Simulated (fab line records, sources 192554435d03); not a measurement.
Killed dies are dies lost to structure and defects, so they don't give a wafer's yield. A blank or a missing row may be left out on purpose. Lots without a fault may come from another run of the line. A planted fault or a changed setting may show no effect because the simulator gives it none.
One fault seen from 2 desks | flow n5_finfet | each desk has only its own numbers; what lay behind them comes last

THE TOOL OWNER'S DESK: vapor_etch-02
The tool's own readings at N5_STI_FIN_REVEAL_RECESS_09 (chemistry HF/NH3, target SiO2, afs cycles 11, target depth 42.5 nm, sublimation time 60 s): means of the sampled wafers that have a number, for each lot that ran on this tool. A lot is out of limits, marked OUT, if its mean lies more than 4 standard deviations from the usual mean; the brackets give that distance.
Columns: A = drypump_motor_current_A at N5_STI_FIN_REVEAL_RECESS_09, usual 5.7 A; B = temp_c at N5_STI_FIN_REVEAL_RECESS_09, usual 30.01 C
lot  | first seen here | A   | B
L419 | day 3 13:07     | 5.5 | 30.11
L423 | day 4 11:15     | 5.5 | 29.98
L428 | day 5 18:26     | 5.5 | 30.03
L429 | day 5 22:55     | 5.5 | 29.98
This desk's finding: nothing out of limits on any of the 4 lots.

THE METROLOGY DESK
What the gauges read, lot by lot, whatever tool the lot ran on: means of the sampled wafers that have a number. A lot is out of limits, marked OUT, if its mean lies more than 4 standard deviations from the usual mean; the brackets give that distance. Of its 15 readings 7 are shown: the one that was out of limits first, and those that lie furthest out on some lot.
Columns: A = trench_depth_nm at N5_STI_FIN_REVEAL_FIN_H_MEAS_10, usual 51.8 nm; B = IOFF_N at N5_BEOL_M4_RC_MEAS_101, usual 0.155 nA/um; C = IOFF_N_85C at N5_BEOL_M4_RC_MEAS_101, usual 3.0 nA/um; D = IOFF_P at N5_BEOL_M4_RC_MEAS_101, usual 0.211 nA/um; E = IOFF_P_85C at N5_BEOL_M4_RC_MEAS_101, usual 3.6 nA/um; F = SS_N at N5_BEOL_M4_RC_MEAS_101, usual 71.5 mV/dec; G = SS_P at N5_BEOL_M4_RC_MEAS_101, usual 73.4 mV/dec
lot  | first seen here | A               | B               | C              | D                | E              | F              | G
L415 | day 2 09:59     | 52.1            | 0.138           | 2.8            | 0.194            | 3.4            | 71.4           | 72.4
L416 | day 2 15:33     | 52.3            | 0.153           | 2.9            | 0.207            | 3.6            | 71.6           | 73.9
L418 | day 3 04:41     | 51.5            | 0.155           | 3.0            | 0.203            | 3.5            | 71.5           | 73.4
L419 | day 3 12:32     | 52.1            | 0.140           | 2.8            | 0.167            | 3.0            | 71.0           | 73.5
L423 | day 4 10:43     | 52.7            | 0.160           | 3.1            | 0.212            | 3.6            | 71.2           | 73.4
L425 | day 4 23:16     | 50.5            | 0.144           | 2.9            | 0.221            | 3.7            | 71.5           | 73.0
L428 | day 5 17:17     | 47.1 (-7.0) OUT | 0.876 (+34) OUT | 12.8 (+28) OUT | 0.355 (+5.1) OUT | 5.6 (+5.0) OUT | 87.1 (+31) OUT | 76.5 (+5.3) OUT
L429 | day 5 22:24     | 45.7 (-9.2) OUT | 1.005 (+40) OUT | 14.6 (+33) OUT | 0.502 (+10) OUT  | 7.5 (+9.8) OUT | 87.6 (+32) OUT | 79.0 (+9.6) OUT
L438 | day 8 03:23     | 51.7            | 0.163           | 3.3            | 0.175            | 3.2            | 71.6           | 73.4
This desk's finding: out of limits on L428, L429; first on L428, day 5 20:36 (trench_depth_nm at N5_STI_FIN_REVEAL_FIN_H_MEAS_10). In limits: L415, L416, L418, L419, L423, L425, L438.

PUT TOGETHER
The metrology desk could have raised an alarm at day 5 20:36, on L428, L429.
The tool owner's desk saw nothing out of limits.
The tool owner's desk has L428, L429 on record, within its limits.
Of the lots named, all ran N5_STI_FIN_REVEAL_RECESS_09 on vapor_etch-02.

WHAT THE SIMULATOR HAD PUT IN
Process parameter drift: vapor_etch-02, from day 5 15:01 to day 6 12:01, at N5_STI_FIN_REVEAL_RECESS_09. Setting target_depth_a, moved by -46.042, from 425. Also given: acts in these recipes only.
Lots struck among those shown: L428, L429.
Hours from the fault's start to each desk's first reading out of limits: the metrology desk, 6.
